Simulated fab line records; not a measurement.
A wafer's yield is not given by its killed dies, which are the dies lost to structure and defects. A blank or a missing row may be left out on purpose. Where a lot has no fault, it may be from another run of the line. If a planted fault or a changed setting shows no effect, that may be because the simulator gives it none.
Chamber matching	flow nandHarc	NHARC_P_M2_PRE_CLEAN_32 on pecvd-03 has 3 sister chambers
The step time 12 s. 3 wafers are shown with their chamber, then 12 later ones without.

## WAFERS, EACH WITH ITS CHAMBER
wafer	chamber	heaterPowerW (W)
L088.4	1	610
L089.4	0	551
L089.6	2	614

## WAFERS WITH NO CHAMBER GIVEN
wafer	heaterPowerW (W)
L090.2	623
L090.4	634
L090.6	583
L092.1	561
L092.3	623
L092.4	634
L096.1	551
L096.3	622
L096.5	636
L097.1	528
L097.2	636
L097.5	523

## WHICH CHAMBER EACH WENT THROUGH
wafer	from the rows above	in truth
L090.2	can't be placed: 2 or 1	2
L090.4	can't be placed: 2 or 1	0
L090.6	can't be placed: 1 or 2 or 0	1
L092.1	0	0
L092.3	can't be placed: 2 or 1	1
L092.4	can't be placed: 2 or 1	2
L096.1	0	0
L096.3	can't be placed: 2 or 1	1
L096.5	can't be placed: 2 or 1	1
L097.1	0	0
L097.2	can't be placed: 2 or 1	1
L097.5	0	0
Correct placement for 4 of the 12. Cannot be placed on the basis of these rows: 8; the candidates contain the true chamber in 7. 0 placed wrongly.
How it was worked out, from the rows above alone: a wafer's distance from a chamber is the root of the sum, over the readings, of the square of ((its reading less the chamber's mean) divided by the reading's scatter). The wafer belongs to the nearest chamber; if the next one is less than 2 further off, it can't be placed. A chamber's mean is the mean of its shown wafers. The scatter: with one shown wafer a chamber, the root of the mean of the squares of how far each hidden wafer lies from its nearest shown one.
